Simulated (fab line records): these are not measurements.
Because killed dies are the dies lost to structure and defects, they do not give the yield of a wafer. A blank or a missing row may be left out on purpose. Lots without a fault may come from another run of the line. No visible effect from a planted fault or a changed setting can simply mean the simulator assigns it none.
What tool caused it? -- flow nand_harc -- 24 lots with 72 wafers sampled at 5 steps, on a route of 1302 steps

## WHAT THE GAUGES SHOWED, per wafer
NHARC_P_BONDPAD_THK_MEAS_20: measures by xrf. Usual: thk_nm at 160.7 nm, with a standard deviation of 1.6.
lot,measured,on,thk_nm (nm),flag
L074,day 7 02:12,film_metro-01,162.1 162.7 165.3,
L075,day 7 04:05,film_metro-01,161.0 159.7 158.1,
L076,day 7 17:38,film_metro-02,162.2 160.8 159.4,
L077,day 7 22:55,film_metro-01,163.3 162.0 162.3,
L078,day 8 10:02,film_metro-02,158.7 159.3 160.8,
L079,day 8 23:10,film_metro-01,159.2 162.3 160.6,
L080,day 9 00:04,film_metro-02,161.4 160.2 161.6,
L081,day 9 12:22,film_metro-02,161.7 161.1 160.9,
L082,day 10 01:32,film_metro-02,159.5 161.5 160.7,
L083,day 10 13:48,film_metro-01,162.2 160.4 164.1,
L084,day 10 20:17,film_metro-02,159.6 159.5 160.3,
L085,day 11 06:37,film_metro-02,160.7 159.6 163.8,
L086,day 11 14:35,film_metro-01,163.3 161.9 160.1,
L087,day 12 00:53,film_metro-02,159.1 162.8 161.5,
L088,day 12 17:39,film_metro-01,160.4 161.4 161.3,
L089,day 12 21:02,film_metro-02,160.1 161.1 163.5,
L090,day 13 09:20,film_metro-01,161.5 162.2 164.0,
L091,day 13 19:11,film_metro-02,161.7 162.8 160.2,
L092,day 14 06:37,film_metro-01,156.9 161.0 160.0,
L093,day 14 10:49,film_metro-01,162.3 160.1 160.0,
L094,day 15 05:35,film_metro-01,159.7 162.5 162.5,
L095,day 15 06:32,film_metro-02,160.3 161.7 159.3,
L096,day 16 02:52,film_metro-01,157.8 160.1 159.9,
L097,day 16 10:48,film_metro-02,161.0 163.5 161.4,

## WHICH TOOL RAN EACH LOT (tool, then ch and the chambers of the sampled wafers, then the start)
lot,NHARC_P_M1_PRE_CLEAN_32,NHARC_P_M2_ETCH_35,NHARC_P_M2_ETCH_15,NHARC_P_BONDPAD_DEP_00
L074,"pecvd-02 ch 0,2, day 6 17:47","rie_diel-12 ch 0,1,3, day 6 19:17","rie_diel-12 ch 1,3, day 7 02:12 or earlier","pecvd-02 ch 0,2, day 7 02:12 or earlier"
L075,"pecvd-04 ch 0,1,2, day 6 19:23","rie_diel-12 ch 0,1,3, day 6 20:50","rie_diel-12 ch 0,1,3, day 7 00:13 or earlier","pecvd-01 ch 1,2, day 7 00:13"
L076,"pecvd-01 ch 0,2, day 7 09:04","rie_diel-12 ch 0,1,2, day 7 10:38","rie_diel-12 ch 0,1,2, day 7 13:46 or earlier","pecvd-04 ch 0,1, day 7 13:46"
L077,"pecvd-01 ch 1,2, day 7 14:29","rie_diel-13 ch 0,3, day 7 16:05","rie_diel-13 ch 2,3, day 7 19:14 or earlier","pecvd-01 ch 0,2, day 7 19:14"
L078,"pecvd-04 ch 1,2, day 8 01:19","rie_diel-12 ch 0,2,3, day 8 02:56","rie_diel-12 ch 1,2,3, day 8 10:02 or earlier","pecvd-01 ch 0,2, day 8 10:02 or earlier"
L079,"pecvd-02 ch 0,1, day 8 14:49","rie_diel-13 ch 0,2,3, day 8 16:16","rie_diel-13 ch 0,1, day 8 19:22 or earlier","pecvd-01 ch 0,1,2, day 8 19:22"
L080,"pecvd-01 ch 1,2, day 8 15:34","rie_diel-13 ch 2,3, day 8 17:09","rie_diel-13 ch 0,1,2, day 8 20:16 or earlier","pecvd-02 ch 0,1,2, day 8 20:16"
L081,"pecvd-04 ch 0,2, day 9 03:53","rie_diel-02 ch 1,2,3, day 9 05:30","rie_diel-02 ch 1,2, day 9 08:33 or earlier","pecvd-04 ch 1,2, day 9 08:33"
L082,"pecvd-01 ch 0,1, day 9 17:05","rie_diel-13 ch 1,2,3, day 9 18:41","rie_diel-13 ch 2,3, day 9 21:45 or earlier","pecvd-04 ch 0,1,2, day 9 21:45"
L083,"pecvd-02 ch 0,1,2, day 10 05:13","rie_diel-12 ch 0,1, day 10 07:03","rie_diel-12 ch 1,3, day 10 10:08 or earlier","pecvd-01 ch 1,2, day 10 10:08"
L084,"pecvd-01 ch 0,1,2, day 10 11:52","rie_diel-12 ch 0,2,3, day 10 13:28","rie_diel-12 ch 1,2,3, day 10 16:30 or earlier","pecvd-01 ch 0,1,2, day 10 16:30"
L085,"pecvd-04 ch 0,1, day 10 22:08","rie_diel-12 ch 0,1,3, day 10 23:36","rie_diel-12 ch 0,3, day 11 02:52 or earlier","pecvd-02 ch 1,2, day 11 02:52"
L086,"pecvd-01 ch 1,2, day 11 06:04","rie_diel-12 ch 1,2, day 11 07:49","rie_diel-12 ch 1,2,3, day 11 10:55 or earlier","pecvd-01 ch 0,1, day 11 10:55"
L087,"pecvd-01 ch 0,1,2, day 11 16:26","rie_diel-13 ch 0,1, day 11 18:01","rie_diel-13 ch 0,1, day 11 21:08 or earlier","pecvd-01 ch 0,1,2, day 11 21:08"
L088,"pecvd-01 ch 0,2, day 12 08:46","rie_diel-02 ch 0,1, day 12 10:43","rie_diel-02 ch 0,1,2, day 12 13:44 or earlier","pecvd-01 ch 0,1, day 12 13:44"
L089,"pecvd-02 ch 0,1, day 12 12:29","rie_diel-12 ch 0,1,3, day 12 14:13","rie_diel-12 ch 0,2,3, day 12 21:02 or earlier","pecvd-02 ch 0,1,2, day 12 21:02 or earlier"
L090,"pecvd-01 ch 0,1, day 13 00:44","rie_diel-12 ch 1,2,3, day 13 02:30","rie_diel-12 ch 1,2,3, day 13 05:37 or earlier","pecvd-01 ch 0,1,2, day 13 05:37"
L091,"pecvd-01 ch 0,1,2, day 13 10:44","rie_diel-12 ch 1,2,3, day 13 12:29","rie_diel-12 ch 0,1,2, day 13 15:35 or earlier","pecvd-01 ch 1,2, day 13 15:35"
L092,"pecvd-02 ch 0,1, day 13 22:12","rie_diel-13 ch 0,1,3, day 13 23:47","rie_diel-13 ch 1,2, day 14 06:37 or earlier","pecvd-04 ch 0,1, day 14 06:37 or earlier"
L093,"pecvd-02 ch 0,1,2, day 14 02:15","rie_diel-02 ch 1,2, day 14 04:01","rie_diel-02 ch 0,1,2, day 14 10:49 or earlier","pecvd-04 ch 0,1,2, day 14 10:49 or earlier"
L094,"pecvd-01 ch 0,1,2, day 14 21:01","rie_diel-02 ch 1,2,3, day 14 22:37","rie_diel-02 ch 0,2,3, day 15 01:38 or earlier","pecvd-04 ch 1,2, day 15 01:38"
L095,"pecvd-01 ch 1,2, day 14 21:58","rie_diel-12 ch 0,2,3, day 14 23:41","rie_diel-12 ch 0,1,3, day 15 06:32 or earlier","pecvd-02 ch 0,1,2, day 15 06:32 or earlier"
L096,"pecvd-01 ch 1,2, day 15 18:35","rie_diel-02 ch 1,2,3, day 15 20:11","rie_diel-02 ch 1,3, day 15 23:16 or earlier","pecvd-01 ch 0,1,2, day 15 23:16"
L097,"pecvd-01 ch 0,1,2, day 16 02:19","rie_diel-13 ch 1,2,3, day 16 03:57","rie_diel-13 ch 0,1,2, day 16 07:00 or earlier","pecvd-04 ch 1,2, day 16 07:00"
- NHARC_P_M1_PRE_CLEAN_32: time 12 s.
- NHARC_P_M2_ETCH_35: etches the open film in N2/H2, target depth 40 nm, overetch 12 nm, time 43.94 s.
- NHARC_P_M2_ETCH_15: etches the open film in C4F8/Ar, target depth 182.5 nm, time 91.2 s.
- NHARC_P_BONDPAD_DEP_00: deposits SiCN, target thk 250 nm.

## WHAT THE TOOLS THEMSELVES READ (means of the sampled wafers that have a number; where no wafer has one, the mark that the record gives instead)
NHARC_P_M1_PRE_CLEAN_32. Usual: heater_power_w at 664 W, with a standard deviation of 84.
lot,tool,heater_power_w (W),flag
L074,pecvd-02,618,
L075,pecvd-04,599,
L076,pecvd-01,645,
L077,pecvd-01,620,
L078,pecvd-04,563,
L079,pecvd-02,616,
L080,pecvd-01,700,
L081,pecvd-04,699,
L082,pecvd-01,711,
L083,pecvd-02,620,
L084,pecvd-01,733,
L085,pecvd-04,638,
L086,pecvd-01,686,
L087,pecvd-01,690,
L088,pecvd-01,713,
L089,pecvd-02,575,
L090,pecvd-01,771,
L091,pecvd-01,745,
L092,pecvd-02,597,
L093,pecvd-02,591,
L094,pecvd-01,739,
L095,pecvd-01,695,
L096,pecvd-01,714,
L097,pecvd-01,659,

NHARC_P_M2_ETCH_35. Usual: drypump_motor_current_A 5.6 A, standard deviation 0.41; oes_product_au 1.002 a.u., standard deviation 0.012; rf_vpp_V 429.4 V, standard deviation 1.8; showerhead_plenum_p_Torr 2.00 Torr, standard deviation 0.059; throttle_valve_pct 14.170 %, standard deviation 0.0087.
lot,tool,drypump_motor_current_A (A),oes_product_au (a.u.),rf_vpp_V (V),showerhead_plenum_p_Torr (Torr),throttle_valve_pct (%),flag
L074,rie_diel-12,5.4,1.006,429.8,2.00,14.166,
L075,rie_diel-12,5.4,1.004,429.4,2.00,14.171,
L076,rie_diel-12,5.5,1.011,429.1,2.02,14.164,
L077,rie_diel-13,5.6,1.010,430.0,2.02,14.173,
L078,rie_diel-12,5.4,1.010,429.2,1.99,14.165,
L079,rie_diel-13,5.4,0.994,429.4,1.99,14.171,
L080,rie_diel-13,5.5,1.000,430.9,2.05,14.172,
L081,rie_diel-02,6.2,1.009,430.3,2.02,14.173,
L082,rie_diel-13,5.7,1.006,430.0,2.01,14.166,
L083,rie_diel-12,5.6,1.001,430.1,2.02,14.175,
L084,rie_diel-12,5.4,1.010,427.7,1.99,14.173,
L085,rie_diel-12,5.4,1.003,429.5,2.00,14.162,
L086,rie_diel-12,5.6,1.004,428.8,1.99,14.179,
L087,rie_diel-13,6.0,0.999,427.2,1.94,14.169,
L088,rie_diel-02,5.9,1.009,430.6,2.04,14.174,
L089,rie_diel-12,5.4,1.006,429.0,2.00,14.168,
L090,rie_diel-12,5.5,1.006,427.5,1.97,14.170,
L091,rie_diel-12,5.5,1.009,428.5,1.97,14.177,
L092,rie_diel-13,5.8,0.994,428.4,1.97,14.172,
L093,rie_diel-02,6.2,1.009,430.5,2.03,14.165,
L094,rie_diel-02,6.2,1.000,430.6,2.02,14.177,
L095,rie_diel-12,5.4,1.000,428.2,1.99,14.164,
L096,rie_diel-02,6.2,1.009,430.9,2.02,14.166,
L097,rie_diel-13,5.7,0.999,429.4,2.00,14.165,

NHARC_P_M2_ETCH_15. Usual: oes_product_au 0.942 a.u., standard deviation 0.023; rf_vpp_V 439.6 V, standard deviation 1.9.
lot,tool,oes_product_au (a.u.),rf_vpp_V (V),flag
L074,rie_diel-12,0.929,439.2,
L075,rie_diel-12,0.935,440.5,
L076,rie_diel-12,0.937,440.5,
L077,rie_diel-13,0.967,439.7,
L078,rie_diel-12,0.933,438.4,
L079,rie_diel-13,0.978,437.0,
L080,rie_diel-13,0.960,437.6,
L081,rie_diel-02,0.919,440.9,
L082,rie_diel-13,0.962,440.8,
L083,rie_diel-12,0.934,438.6,
L084,rie_diel-12,0.925,438.3,
L085,rie_diel-12,0.929,439.5,
L086,rie_diel-12,0.932,438.9,
L087,rie_diel-13,0.952,437.5,
L088,rie_diel-02,0.920,441.1,
L089,rie_diel-12,0.971,439.0,
L090,rie_diel-12,0.977,439.2,
L091,rie_diel-12,0.938,440.2,
L092,rie_diel-13,0.982,439.2,
L093,rie_diel-02,0.920,441.2,
L094,rie_diel-02,0.912,440.3,
L095,rie_diel-12,0.921,439.4,
L096,rie_diel-02,0.928,440.8,
L097,rie_diel-13,0.963,438.0,

NHARC_P_BONDPAD_DEP_00. Usual: heater_power_w 613 W, standard deviation 79; showerhead_vpp_V 1335 V, standard deviation 79.
lot,tool,heater_power_w (W),showerhead_vpp_V (V),flag
L074,pecvd-02,540,1316,
L075,pecvd-01,600,1419,
L076,pecvd-04,525,1334,
L077,pecvd-01,684,1428,
L078,pecvd-01,677,1368,
L079,pecvd-01,624,1346,
L080,pecvd-02,534,1279,
L081,pecvd-04,548,1328,
L082,pecvd-04,592,1338,
L083,pecvd-01,613,1419,
L084,pecvd-01,666,1367,
L085,pecvd-02,506,1253,
L086,pecvd-01,762,1292,
L087,pecvd-01,670,1372,
L088,pecvd-01,752,1301,
L089,pecvd-02,574,1288,
L090,pecvd-01,656,1354,
L091,pecvd-01,617,1424,
L092,pecvd-04,563,1345,
L093,pecvd-04,600,1337,
L094,pecvd-04,515,1324,
L095,pecvd-02,549,1270,
L096,pecvd-01,612,1342,
L097,pecvd-04,554,1332,

## THE ANSWER, worked out from the rows above alone
Rule: take the mean of a lot's wafers that have a number; if it is more than 3 standard deviations from the usual mean, the lot is off. A lot without any number at a reading at which 4 lots or more have one is off too. All remaining lots with rows at the step are treated as sound. The gauges are gone through in route order, then the tools' own readings, and for those a lot's mean is taken as printed above. The first step at which some lot is off is used, and at that step the reading that is off furthest; a lot without a number counts as furthest.
No lot is off at any reading shown: from this, nothing can be told.

## WHAT WAS PUT IN BY THE SIMULATOR
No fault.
